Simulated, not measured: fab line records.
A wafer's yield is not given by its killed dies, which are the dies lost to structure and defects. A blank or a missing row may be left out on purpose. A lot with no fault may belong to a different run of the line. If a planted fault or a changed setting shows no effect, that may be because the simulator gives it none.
fab line records	flow nand_harc
record lots=6	wafers=18	last_day=31
route steps=1302 shown P_M1@287 P_M2@318 END@1302
lots that met no fault: taken from a fault-free run of the same line
start_h: the number of hours between the record's first day and the start of the first shown wafer of the lot	wait_h: hours elapsed since this lot's preceding step	" same as the row above	L1.1+2: several wafers, shown together as one row	- no value present, or no start provided	* or withheld: withheld	< > ~ a bound
route shown NAME@n: NAME is a module with steps in the file, n the number in the route of the first one	usual: the fault-free wafers' mean and standard deviation	same: alike in all rows	chamber/n: place in a boat	sites: readings site by site	_std_site: their standard deviation	_edge_site: inner sites' mean taken away from outer sites' mean	radius_mm: for every site, how far away it sits from the centre of the wafer	mask NAME#n: copy n	behind: the tool/chamber that last shaped the wafer	hold: reason for holding the lot/hours on hold/outcome of the hold	device: names the non-switching transistor (n, p or np)	end of line: the same wafers' tests at the end of the route	step lacking rows: just its recipe	killed: the dies lost at the first sort to structure and to defects; this is not the yield of the wafer	map: shows each die of a wafer: x if killed, . if not, _ if none is there
set.NAME: the setting the step ran with; set.NAME@STEP: the setting that earlier step ran with	model.NAME: the simulator's own value behind a step, which no gauge read
lots seen at some steps along the route; tables by step, rows by wafer
services: a tool's chamber out of use, with start hour (start_h, from the record's first day; less than 0 if before it), hours out, and reason
## steps
# step NHARC_P_M1_HMDS_02
# recipe time_s=30
# step NHARC_P_M1_COAT_34
# recipe temp_c=200	time_s=65
# step NHARC_P_M1_COAT_03
# recipe spin_rpm=1500	resist_thk_nm=90
# step NHARC_P_M1_SOFTBAKE_04
# recipe temp_c=105	time_s=55
# step NHARC_P_M1_EBR_05
# step NHARC_P_M1_EXPOSE_06
# recipe na=1.35	target_cd_nm=130	dose_mj=81.88	mask_id=P_M1
# step NHARC_P_M1_PEB_07
# recipe peb_temp_c=100	peb_time_s=65
# step NHARC_P_M1_DEVELOP_08
# recipe develop_time_s=35	dev_temp_c=23
# step NHARC_P_M1_CD_MEAS_09
# recipe target_cd_nm=130	landing_energy_ev=500
# usual cd_nm=129.9/0.45
lot.wafer	tool	chamber	start_h	wait_h	cd_nm
L246.1	cd_sem-02	0	153.26	-	130.3
L246.3	"	0	"	"	130.2
L246.4	"	0	"	"	129.7
L250.2	cd_sem-03	0	199.98	-	129.8
L250.4	"	0	"	"	130.7
L250.5	"	0	"	"	130.0
L253.3	cd_sem-01	0	223.27	-	129.7
L253.5	"	0	"	"	129.4
L253.6	"	0	"	"	129.3
L255.1	cd_sem-01	0	240.52	-	129.6
L255.3	"	0	"	"	129.8
L255.6	"	0	"	"	130.3
L256.4	cd_sem-02	0	253.63	-	129.6
L256.5	"	0	"	"	129.7
L256.6	"	0	"	"	129.8
L262.1	cd_sem-03	0	314.47	-	130.3
L262.4	"	0	"	"	129.6
L262.6	"	0	"	"	130.0
# step NHARC_P_M1_OVL_MEAS_10
# recipe pitch_nm=260
# usual overlay_x_nm=0.1/0.85	overlay_y_nm=-0.2/0.89
lot.wafer	tool	chamber	start_h	wait_h	overlay_x_nm	overlay_y_nm
L246.1	overlay-02	-	153.35	-	0.7	1.5
L246.3	"	-	"	"	0.8	1.4
L246.4	"	-	"	"	0.8	1.1
L250.2	overlay-01	-	200.07	-	0.5	-0.7
L250.4	"	-	"	"	0.3	-0.3
L250.5	"	-	"	"	0.5	-0.4
L253.3	overlay-01	-	223.36	-	0.3	0.8
L253.5	"	-	"	"	0.4	0.2
L253.6	"	-	"	"	0.4	0.3
L255.1	overlay-01	-	240.60	-	-0.1	-0.1
L255.3	"	-	"	"	-0.6	0.2
L255.6	"	-	"	"	-0.5	-0.5
L256.4	overlay-01	-	253.71	-	0.3	-0.4
L256.5	"	-	"	"	0.6	0.7
L256.6	"	-	"	"	0.1	0.3
L262.1	overlay-01	-	314.56	-	0.3	-0.7
L262.4	"	-	"	"	0.2	-0.2
L262.6	"	-	"	"	0.7	0.2
# step NHARC_P_M1_INSPECT_11
# usual raw_defect_count=4.2/2.4
lot.wafer	tool	chamber	start_h	wait_h	raw_defect_count
L246.1	defect_inspect-01	-	153.39	0.0	1
L246.3	"	-	"	"	0
L246.4	"	-	"	"	3
L250.2	defect_inspect-01	-	200.11	0.0	4
L250.4	"	-	"	"	4
L250.5	"	-	"	"	6
L253.3	defect_inspect-02	-	223.39	0.0	8
L253.5	"	-	"	"	9
L253.6	"	-	"	"	6
L255.1	defect_inspect-02	-	240.64	0.0	1
L255.3	"	-	"	"	5
L255.6	"	-	"	"	1
L256.4	defect_inspect-02	-	253.75	0.0	6
L256.5	"	-	"	"	5
L256.6	"	-	"	"	5
L262.1	defect_inspect-01	-	314.59	0.0	6
L262.4	"	-	"	"	6
L262.6	"	-	"	"	3
# step NHARC_P_M1_DESCUM_14
# recipe time_s=3	o2_flow_sccm=200	ar_flow_sccm=0	bias_power_w=0	chemistry=O2
# usual drypump_motor_current_A=5.87/0.28	oes_product_au=1.002/0.0074	rf_vpp_V=57.7/0.82	showerhead_plenum_p_Torr=1.92/0.063	throttle_valve_pct=11.311/0.0088
lot.wafer	tool	chamber	start_h	wait_h	drypump_motor_current_A	oes_product_au	rf_hours_counter_h	rf_vpp_V	showerhead_plenum_p_Torr	throttle_valve_pct
L246.1	rie_diel-01	0	153.45	0.1	5.74	0.999	9	58.2	1.93	11.318
L246.3	"	1	"	"	5.83	1.013	8	59.4	1.83	11.311
L246.4	"	3	"	"	6.25	0.999	8	58.3	1.91	11.313
L250.4	rie_diel-02	0	200.19	0.1	5.51	1.002	12	58.9	1.93	11.308
L250.2	"	1	"	"	5.72	0.999	12	59.3	1.82	11.320
L250.5	"	3	"	"	5.78	1.007	-	56.9	1.96	11.309
L253.3	rie_diel-01	3	223.46	0.1	6.27	0.997	1	57.7	1.91	11.307
L253.6	"	2	"	"	6.28	0.989	-	58.0	2.01	11.305
L253.5	"	3	"	"	6.28	0.994	-	58.3	1.91	11.311
L255.3	rie_diel-01	0	240.70	0.1	5.75	0.995	2	58.4	1.93	11.291
L255.1	"	1	"	"	5.83	0.994	2	59.3	1.83	11.316
L255.6	"	2	"	"	6.28	0.991	-	59.0	2.01	11.304
L256.5	rie_diel-01	0	253.84	0.1	5.73	0.994	-	57.2	1.93	11.313
L256.4	"	1	"	"	5.81	0.994	-	57.3	1.83	11.307
L256.6	"	2	"	"	6.32	0.996	-	57.4	2.00	11.315
L262.4	rie_diel-02	1	314.65	0.1	5.70	1.019	7	57.7	1.82	11.320
L262.1	"	0	"	"	5.50	1.007	10	58.1	1.93	11.316
L262.6	"	1	"	"	5.72	1.005	-	57.1	1.82	11.313
# step NHARC_P_M1_ETCH_35
# recipe target_depth_a=400	overetch_a=120	time_s=43.94	ion_energy_ev=200	n2_flow_sccm=150	h2_flow_sccm=150	ar_flow_sccm=0	rf_w=400	bias_w=150	chemistry=N2/H2
# usual drypump_motor_current_A=5.87/0.29	oes_product_au=1.003/0.0074	rf_vpp_V=430.6/2.1	showerhead_plenum_p_Torr=2.04/0.068	throttle_valve_pct=14.172/0.0091
lot.wafer	tool	chamber	start_h	wait_h	drypump_motor_current_A	oes_product_au	rf_hours_counter_h	rf_vpp_V	showerhead_plenum_p_Torr	throttle_valve_pct
L246.4	rie_diel-01	2	153.53	0.1	6.32	0.997	7	433.9	2.14	14.163
L246.1	"	3	"	"	6.29	1.004	8	431.1	2.03	14.167
L246.3	"	1	"	"	5.82	1.004	8	427.9	1.95	14.159
L250.4	rie_diel-02	2	200.26	0.1	5.99	1.008	13	432.7	2.06	14.171
L250.2	"	0	"	"	5.50	0.997	12	430.5	2.06	14.169
L250.5	"	3	"	"	5.78	1.013	-	432.8	2.09	14.165
L253.3	rie_diel-01	1	223.56	0.1	5.82	0.989	1	427.0	1.95	14.180
L253.5	"	2	"	"	6.26	0.996	-	433.5	2.14	14.189
L253.6	"	3	"	"	6.31	1.001	-	430.1	2.03	14.158
L255.3	rie_diel-01	2	240.81	0.1	6.26	0.989	2	435.1	2.14	14.172
L255.1	"	1	"	"	5.82	0.991	2	427.3	1.95	14.182
L255.6	"	1	"	"	5.86	1.001	-	429.1	1.95	14.185
L256.4	rie_diel-01	0	253.93	0.1	5.76	1.005	-	430.8	2.06	14.170
L256.6	"	1	"	"	5.82	0.993	-	428.6	1.95	14.163
L256.5	"	2	"	"	6.29	0.994	-	431.9	2.14	14.173
L262.1	rie_diel-02	2	314.75	0.1	5.98	1.001	10	431.0	2.06	14.175
L262.4	"	3	"	"	5.81	1.009	10	432.5	2.09	14.181
L262.6	"	1	"	"	5.72	1.016	-	428.1	1.93	14.177
# step NHARC_P_M1_ETCH_15
# recipe target_depth_a=1825	time_s=91.2	c4f8_flow_sccm=withheld	ar_flow_sccm=400	rf_w=600	bias_w=300	chemistry=C4F8/Ar
# step NHARC_P_M1_CD_MEAS_16
# usual cd_nm=129.8/0.55
lot.wafer	tool	chamber	start_h	wait_h	cd_nm
L246.1	cd_sem-03	-	153.75	-	130.4
L246.3	"	-	"	"	130.2
L246.4	"	-	"	"	129.5
L250.2	cd_sem-02	-	200.48	-	130.0
L250.4	"	-	"	"	130.2
L250.5	"	-	"	"	129.8
L253.3	cd_sem-03	-	223.76	-	129.2
L253.5	"	-	"	"	129.0
L253.6	"	-	"	"	129.8
L255.1	cd_sem-01	-	241.05	-	129.5
L255.3	"	-	"	"	130.0
L255.6	"	-	"	"	130.5
L256.4	cd_sem-02	-	254.16	-	129.4
L256.5	"	-	"	"	128.9
L256.6	"	-	"	"	129.9
L262.1	cd_sem-01	-	314.96	-	130.8
L262.4	"	-	"	"	129.6
L262.6	"	-	"	"	130.0
# step NHARC_P_M1_STRIP_18
# recipe power_w=1000	n2_flow_sccm=150	h2_flow_sccm=150	ar_flow_sccm=0	bias_w=0	chemistry=N2/H2
# usual drypump_motor_current_A=6.0/0.35	oes_product_au=1.001/0.0068	rf_vpp_V=90.7/0.95	showerhead_plenum_p_Torr=2.05/0.082	throttle_valve_pct=14.172/0.0095
lot.wafer	tool	chamber	start_h	wait_h	drypump_motor_current_A	oes_product_au	rf_hours_counter_h	rf_vpp_V	showerhead_plenum_p_Torr	throttle_valve_pct
L246.1	rie_diel-04	2	153.85	0.1	6.2	0.988	44	91.3	2.13	14.168
L246.3	"	3	"	"	6.0	0.987	45	91.0	2.20	14.171
L246.4	"	0	"	"	5.2	1.003	49	90.7	1.98	14.166
L250.4	rie_diel-01	0	200.57	0.1	5.7	1.012	12	91.1	2.06	14.182
L250.2	"	1	"	"	5.8	1.011	11	90.3	1.95	14.178
L250.5	"	0	"	"	5.8	1.003	-	90.1	2.06	14.193
L253.3	rie_diel-01	0	223.86	0.1	5.7	1.005	1	89.9	2.06	14.176
L253.6	"	3	"	"	6.3	1.001	-	90.7	2.03	14.157
L253.5	"	0	"	"	5.7	1.003	-	90.3	2.06	14.177
L255.1	rie_diel-02	1	241.13	0.1	5.7	0.984	1	89.2	1.94	14.166
L255.3	"	0	"	"	5.5	0.988	2	90.0	2.06	14.182
L255.6	"	2	"	"	6.0	1.006	-	92.7	2.06	14.168
L256.4	rie_diel-02	2	254.26	0.1	6.0	1.004	4	90.5	2.06	14.162
L256.6	"	1	"	"	5.7	1.001	-	89.5	1.93	14.168
L256.5	"	2	"	"	6.0	1.004	-	90.6	2.06	14.176
L262.1	rie_diel-04	2	315.04	0.1	6.2	0.993	41	92.3	2.11	14.166
L262.4	"	3	"	"	6.0	0.992	46	91.8	2.18	14.167
L262.6	"	2	"	"	6.2	0.997	-	91.7	2.11	14.181
# step NHARC_P_M1_ETCH_28
# recipe target_depth_a=300	over_etch_frac=0.3	time_s=72.99	ion_energy_ev=150	cf4_flow_sccm=50	n2_flow_sccm=100	ar_flow_sccm=150	rf_w=300	bias_w=100	chemistry=CF4/N2
# step NHARC_P_M1_STRIP_19
# recipe time_s=600	temp_c=30	chemistry=post_etch_residue_remover
# step NHARC_P_M1_DEGAS_29
# recipe temp_c=250	time_s=60
# step NHARC_P_M1_PRE_CLEAN_30
# recipe time_s=30	temp_c=280	gas=H2/He
# step NHARC_P_M1_PVD_20
# recipe target_thk_a=50	bias_v=168.6	power_w=15000	chamber_pressure_pa=0.12	time_s=8.06	substrate_temp_c=50	material=TaN
# usual throttle_valve_pct=30.3/1.5
lot.wafer	tool	chamber	start_h	wait_h	throttle_valve_pct
L246.3	pvd_sputter-02	-	-	-	29.9
L246.1	"	-	"	"	30.1
L246.4	"	-	"	"	30.3
L250.2	pvd_sputter-02	-	-	-	30.2
L250.4	"	-	"	"	30.2
L250.5	"	-	"	"	30.3
L253.3	pvd_sputter-03	-	-	-	32.1
L253.5	"	-	"	"	30.8
L253.6	"	-	"	"	32.1
L255.1	pvd_sputter-03	-	-	-	31.2
L255.3	"	-	"	"	31.3
L255.6	"	-	"	"	31.2
L256.4	pvd_sputter-01	-	-	-	30.5
L256.6	"	-	"	"	29.9
L256.5	"	-	"	"	31.9
L262.1	pvd_sputter-03	-	-	-	32.7
L262.4	"	-	"	"	31.3
L262.6	"	-	"	"	31.1
# step NHARC_P_M1_PVD_21
# recipe target_thk_a=300	chamber_pressure_pa=5	power_w=5000	substrate_temp_c=30	time_s=20.49	material=Cu
# step NHARC_P_M1_ECD_22
# recipe target_thk_a=4000	bath_temp_c=25	material=Cu
# step NHARC_P_M1_ANNEAL_31
# recipe temp_c=225	time_s=90
# step NHARC_P_M1_CMP_23
# recipe t_overpolish_s=20	target_thk_nm=157.82
# step NHARC_P_M1_THK_MEAS_24
# recipe thk_meas_gauge=xrf
# usual thk_nm=157.5/1.3
lot.wafer	tool	chamber	start_h	wait_h	thk_nm
L246.1	film_metro-01	-	155.90	-	155.7
L246.3	"	-	"	"	158.9
L246.4	"	-	"	"	158.3
L250.2	film_metro-01	-	202.61	-	157.6
L250.4	"	-	"	"	156.5
L250.5	"	-	"	"	156.7
L253.3	film_metro-02	-	225.87	-	157.1
L253.5	"	-	"	"	155.3
L253.6	"	-	"	"	157.3
L255.1	film_metro-01	-	243.17	-	157.8
L255.3	"	-	"	"	157.9
L255.6	"	-	"	"	157.5
L256.4	film_metro-02	-	256.30	-	158.0
L256.5	"	-	"	"	158.0
L256.6	"	-	"	"	155.5
L262.1	film_metro-01	-	317.07	-	158.7
L262.4	"	-	"	"	158.2
L262.6	"	-	"	"	158.6
# step NHARC_P_M1_SRD_25
# step NHARC_P_M1_PRE_CLEAN_32
# recipe time_s=12	temp_c=370	rf_power_w=300	gas=NH3
# usual heater_power_w=654/97	susceptor_temp_C=369.98/0.2
lot.wafer	tool	chamber	start_h	wait_h	heater_power_w	susceptor_temp_C
L246.1	pecvd-02	0	156.14	0.1	762	369.95
L246.3	"	1	"	"	700	370.12
L246.4	"	2	"	"	581	370.17
L250.2	pecvd-03	2	202.84	0.1	753	370.33
L250.5	"	2	"	"	793	370.30
L250.4	"	1	"	"	579	370.03
L253.3	pecvd-03	2	226.12	0.1	861	370.04
L253.6	"	1	"	"	659	369.92
L253.5	"	2	"	"	870	369.90
L255.1	pecvd-03	1	243.40	0.1	665	370.14
L255.3	"	2	"	"	875	369.77
L255.6	"	1	"	"	656	370.00
L256.6	pecvd-03	1	256.56	0.1	644	369.70
L256.5	"	2	"	"	867	369.62
L256.4	"	0	"	"	646	369.95
L262.1	pecvd-03	2	317.32	0.1	739	369.89
L262.4	"	0	"	"	552	370.08
L262.6	"	2	"	"	759	369.80
# step NHARC_P_M1_DEP_33
# recipe target_thk_a=300	temp_c=370	target_thk_nm=30	pressure_torr=3	flow_sccm=200	rf_w=450	material=SiCN
# usual chamber_pressure_Torr=2.999/0.0063	heater_power_w=600/94	susceptor_temp_C=369.98/0.2
lot.wafer	tool	chamber	start_h	wait_h	chamber_pressure_Torr	heater_power_w	susceptor_temp_C
L246.1	pecvd-02	0	156.25	0.1	2.995	611	370.05
L246.3	"	1	"	"	2.994	624	370.04
L246.4	"	2	"	"	2.996	523	370.02
L250.2	pecvd-03	2	202.92	0.1	3.001	773	369.98
L250.5	"	2	"	"	2.991	761	370.16
L250.4	"	1	"	"	3.014	598	370.34
L253.3	pecvd-03	2	226.26	0.1	2.999	713	369.93
L253.6	"	1	"	"	2.984	546	369.85
L253.5	"	2	"	"	3.000	711	370.07
L255.1	pecvd-03	1	243.51	0.1	3.004	571	370.02
L255.3	"	2	"	"	2.997	795	370.02
L255.6	"	1	"	"	3.006	564	369.96
L256.6	pecvd-03	1	256.73	0.2	3.000	534	369.98
L256.5	"	2	"	"	2.994	742	369.84
L256.4	"	0	"	"	2.993	564	369.67
L262.1	pecvd-03	2	317.46	0.1	3.005	821	370.17
L262.4	"	0	"	"	3.006	561	369.92
L262.6	"	2	"	"	3.004	801	370.05
# step NHARC_P_M2_DEP_00
# recipe target_thk_a=1825	target_thk_nm=182.5	temp_c=withheld	pressure_torr=5	flow_sccm=200	rf_w=600	material=SiOC
# step NHARC_P_M2_DEHYDRATE_01
# recipe temp_c=150	time_s=120
# step NHARC_P_M2_HMDS_02
# recipe time_s=30
# step NHARC_P_M2_COAT_34
# recipe temp_c=200	time_s=65
# step NHARC_P_M2_COAT_03
# recipe spin_rpm=1500	resist_thk_nm=90
# step NHARC_P_M2_SOFTBAKE_04
# recipe temp_c=105	time_s=55
# step NHARC_P_M2_EBR_05
# step NHARC_P_M2_EXPOSE_06
# recipe na=1.35	target_cd_nm=170	dose_mj=80.78	mask_id=P_M2
# step NHARC_P_M2_PEB_07
# recipe peb_temp_c=100	peb_time_s=65
# step NHARC_P_M2_DEVELOP_08
# recipe develop_time_s=35	dev_temp_c=23
# step NHARC_P_M2_CD_MEAS_09
# recipe target_cd_nm=170	landing_energy_ev=500
# usual cd_nm=169.8/0.57
lot.wafer	tool	chamber	start_h	wait_h	cd_nm
L246.1	cd_sem-02	0	157.45	-	168.4
L246.3	"	0	"	"	169.1
L246.4	"	0	"	"	169.1
L250.2	cd_sem-01	0	204.04	-	169.5
L250.4	"	0	"	"	169.8
L250.5	"	0	"	"	169.5
L253.3	cd_sem-01	0	227.56	-	170.3
L253.5	"	0	"	"	170.0
L253.6	"	0	"	"	170.0
L255.1	cd_sem-01	0	244.70	-	169.9
L255.3	"	0	"	"	170.2
L255.6	"	0	"	"	169.9
L256.4	cd_sem-03	0	257.85	-	169.6
L256.5	"	0	"	"	170.4
L256.6	"	0	"	"	170.0
L262.1	cd_sem-01	0	318.60	-	168.9
L262.4	"	0	"	"	168.6
L262.6	"	0	"	"	168.7
# step NHARC_END_SORT_01
# recipe temp_c=25
# usual defect_limited_yield=90.8/2.2	killed_at_array=58/15	killed_at_other=0.8/1.2	killed_at_periphery=3.5/2.5	killed_dies=62/15	killed_open=3.2/1.7	killed_short=2.4/1.5
# same gross_dies=677
lot.wafer	tool	chamber	start_h	wait_h	defect_limited_yield[%]	killed_at_array	killed_at_other	killed_at_periphery	killed_dies	killed_open	killed_short
L250.2	prober-02	0	644.93	2.8	89.7	64	2	4	70	3	5
L250.4	prober-02	0	646.54	3.4	91.3	54	0	5	59	3	2
L250.5	prober-02	0	647.34	3.7	90.3	58	0	8	66	3	3
L255.1	prober-02	0	659.68	2.5	85.7	42	0	55	97	4	0
L255.3	prober-02	0	661.25	3.1	83.0	66	1	48	115	2	1
L255.6	prober-02	0	663.62	3.9	84.9	55	0	47	102	4	3
L256.4	prober-02	0	710.46	3.4	84.6	26	0	78	104	2	4
L256.5	prober-02	0	711.26	3.7	89.5	27	0	44	71	3	6
L256.6	prober-02	0	712.06	4.0	86.7	26	0	64	90	2	1
L262.1	prober-02	0	733.34	2.5	89.8	62	1	6	69	4	3
L262.4	prober-02	0	735.68	3.3	89.1	71	0	3	74	4	3
L262.6	prober-02	0	737.24	3.9	88.0	80	0	1	81	3	3
# killed by level:class
L250.2 A_CHANNEL_HOLE_D2:chamber_film_flake=32 A_CONTACT:chamber_film_flake=9 A_STAIRCASE:chamber_film_flake=8 A_SLIT:chamber_film_flake=3 P_ZERO_WELL:chamber_film_flake=2 A_CHANNEL_FILL_D2:chamber_film_flake=2 THIN_TSV:chamber_film_flake=2 A_M1:chamber_film_flake=2
L250.4 A_CHANNEL_HOLE_D2:chamber_film_flake=32 A_CONTACT:chamber_film_flake=8 A_STAIRCASE:chamber_film_flake=6 P_ZERO_WELL:chamber_film_flake=3 A_SLIT:chamber_film_flake=3 P_M0:geometric_particle:open=2 A_CHANNEL_HOLE_D1:chamber_film_flake=2 A_CHANNEL_HOLE_D1:geometric_particle:short=1
L250.5 A_CHANNEL_HOLE_D2:chamber_film_flake=31 A_STAIRCASE:chamber_film_flake=8 A_CHANNEL_HOLE_D1:chamber_film_flake=5 P_ZERO_WELL:chamber_film_flake=3 P_BONDPAD:chamber_film_flake=3 A_CONTACT:chamber_film_flake=3 A_M1:chamber_film_flake=3 A_ONON_D2:geometric_particle:short=2
L255.1 P_M1:unspecified=52 A_SLIT:chamber_film_flake=21 A_CHANNEL_HOLE_D1:chamber_film_flake=16 P_M2:geometric_particle:open=1 A_ONON_D2:geometric_particle:open=1 A_SGD_CUT:geometric_particle:open=1 A_WL_FILL:geometric_particle:open=1 P_GATE:chamber_film_flake=1
L255.3 P_M1:unspecified=45 A_CHANNEL_HOLE_D1:chamber_film_flake=32 A_SLIT:chamber_film_flake=27 A_CONTACT:chamber_film_flake=4 P_CONTACT:geometric_particle:open=1 A_BLC:geometric_particle:open=1 A_M1:geometric_particle:short=1 P_ZERO_WELL:chamber_film_flake=1
L255.6 P_M1:unspecified=44 A_SLIT:chamber_film_flake=23 A_CHANNEL_HOLE_D1:chamber_film_flake=20 A_CONTACT:chamber_film_flake=3 A_ONON_D1:geometric_particle:open=2 A_SGD_CUT:geometric_particle:short=2 P_CONTACT:geometric_particle:open=1 A_ONON_D2:geometric_particle:short=1
L256.4 P_M1:unspecified=72 A_CHANNEL_HOLE_D1:chamber_film_flake=4 A_SLIT:chamber_film_flake=4 A_CONTACT:chamber_film_flake=4 P_GATE:chamber_film_flake=3 A_CHANNEL_FILL_D2:chamber_film_flake=3 A_DECK1_JOINT:geometric_particle:short=2 A_CHANNEL_FILL_D1:chamber_film_flake=2
L256.5 P_M1:unspecified=39 A_CHANNEL_HOLE_D1:chamber_film_flake=7 A_SLIT:chamber_film_flake=4 A_CHANNEL_FILL_D2:geometric_particle:short=3 P_GATE:chamber_film_flake=2 A_DECK1_JOINT:chamber_film_flake=2 A_CHANNEL_FILL_D1:chamber_film_flake=2 A_CONTACT:chamber_film_flake=2
L256.6 P_M1:unspecified=61 A_CHANNEL_HOLE_D1:chamber_film_flake=9 A_CONTACT:chamber_film_flake=6 A_SLIT:chamber_film_flake=3 A_WL_FILL:chamber_film_flake=3 A_CHANNEL_FILL_D2:geometric_particle:open=2 A_DECK1_JOINT:geometric_particle:short=1 P_STI:chamber_film_flake=1
L262.1 A_SLIT:chamber_film_flake=21 A_CHANNEL_HOLE_D2:chamber_film_flake=15 A_CHANNEL_HOLE_D1:chamber_film_flake=11 A_CHANNEL_FILL_D2:chamber_film_flake=5 A_STAIRCASE:chamber_film_flake=3 A_CONTACT:chamber_film_flake=3 A_WL_FILL:geometric_particle:short=2 P_GATE:chamber_film_flake=2
L262.4 A_SLIT:chamber_film_flake=31 A_CHANNEL_HOLE_D2:chamber_film_flake=15 A_CHANNEL_HOLE_D1:chamber_film_flake=9 A_CONTACT:chamber_film_flake=6 A_CHANNEL_FILL_D2:chamber_film_flake=3 A_ONON_D2:geometric_particle:short=2 P_CONTACT:geometric_particle:open=1 A_CHANNEL_FILL_D1:geometric_particle:open=1
L262.6 A_SLIT:chamber_film_flake=27 A_CHANNEL_HOLE_D2:chamber_film_flake=21 A_CONTACT:chamber_film_flake=10 A_CHANNEL_HOLE_D1:chamber_film_flake=8 A_STAIRCASE:chamber_film_flake=4 A_ZERO_WELL:chamber_film_flake=2 A_ONON_D1:geometric_particle:open=1 A_DECK1_JOINT:geometric_particle:short=1
# map L255.3 (x killed, . not)
____________.____________
_________......._________
_______..........._______
______.............______
_____.x............._____
____.................____
____.................____
___...................___
___...................___
__...............x.....__
__.....................__
_......................._
_......................._
_....xx...x............._
_....x.................._
_......................._
.x.......................
.........................
x........................
.........................
....x....................
_x.x.......xx..........._
_..x.x..x..x............_
_.xxxx..x..x............_
_xxxxx.xxxx....x........_
_xxxxxxx.xxx.x.x........_
__xxxx.x.xxxxx.........__
__xxxxxxxxxxxx.........__
___xxx..xxxxxx........___
___xxxxx.xxxxx........___
____xxx.xxxxxx.......____
____xxxx.xx.xxx......____
_____xxx..xxx......._____
______..xxx...x....______
_______....x......_______
_________......._________
____________.____________
# map L256.4 (x killed, . not)
____________.____________
_________x......_________
_______..........._______
______...x.........______
_____..............._____
____..x..............____
____.x......x........____
___...................___
___...............x.x.___
__....x.......x........__
__..............xxxx...__
_......x.......x.xxxx.x._
_.x...........xxxxxxxx.._
_.............x.xxxxxxx._
_..............xxxxxxxxx_
_........x.....xxxxxxxx._
..............xxxxxxxx.x.
................xxxxxx...
................xxxxxxx..
................xxxxx....
..................xx....x
_......................._
_......................._
_......................._
_....x.................._
_..........x............_
__...x..x...x..........__
__.......x.............__
___...................___
___.........x.........___
____.x....xxx........____
____........x....x.xx____
_____......x......x._____
______.............______
_______..........._______
_________....xx._________
____________.____________
## services
tool	chamber	start_h	hours	kind
rie_diel-04	1	134.80	3.5	repair
pvd_sputter-03	-	170.00	10.0	pm
rie_diel-04	-	180.56	9.0	pm
rie_diel-01	-	181.60	2.8	repair
pecvd-03	-	185.11	13.0	pm
rie_diel-01	3	186.98	3.7	repair
rie_diel-01	-	203.82	9.0	pm
pvd_sputter-01	-	211.88	1.0	repair
rie_diel-02	-	212.02	0.8	repair
pvd_sputter-01	-	214.40	1.0	repair
rie_diel-02	-	216.70	9.0	pm
rie_diel-04	2	221.92	6.3	repair
pvd_sputter-01	-	226.00	10.0	pm
pvd_sputter-03	-	226.99	5.3	repair
pecvd-02	-	227.29	13.0	pm
rie_diel-01	3	235.24	23.5	repair
pvd_sputter-02	-	258.19	1.1	repair
rie_diel-01	3	273.97	11.6	repair
rie_diel-01	0	277.60	4.9	repair
rie_diel-04	0	281.80	16.0	repair
pvd_sputter-02	-	282.01	10.0	pm
rie_diel-01	1	288.20	93.8	repair
rie_diel-04	2	291.43	9.7	repair
pecvd-02	-	306.57	1.1	repair
## key
first_sign step=NHARC_END_SORT_01	reading=killed_at_periphery	direction=up	sigmas=21	usual=3.5	struck=56
effect step=NHARC_END_SORT_01	reading=defect_limited_yield	direction=down	sigmas=2.3	usual=90.8	struck=85.7	wafers_moved=5
more_kills_born_at NHARC_P_M1_ETCH_35@rie_diel-01=313
met_at NHARC_P_M1_ETCH_35
struck_wafers L255.1,L255.3,L255.6,L256.4,L256.5,L256.6
onset_between 223.56 240.81
also_fits NHARC_P_M1_DESCUM_14:rie_diel-01,NHARC_P_M1_STRIP_18:rie_diel-02
fault kind=chamber_particle_source	tool=rie_diel-01	chamber=-	onset_h=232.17	steps=NHARC_P_M1_ETCH_35	rate_per_visit_cm2=0.37732	end_h=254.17
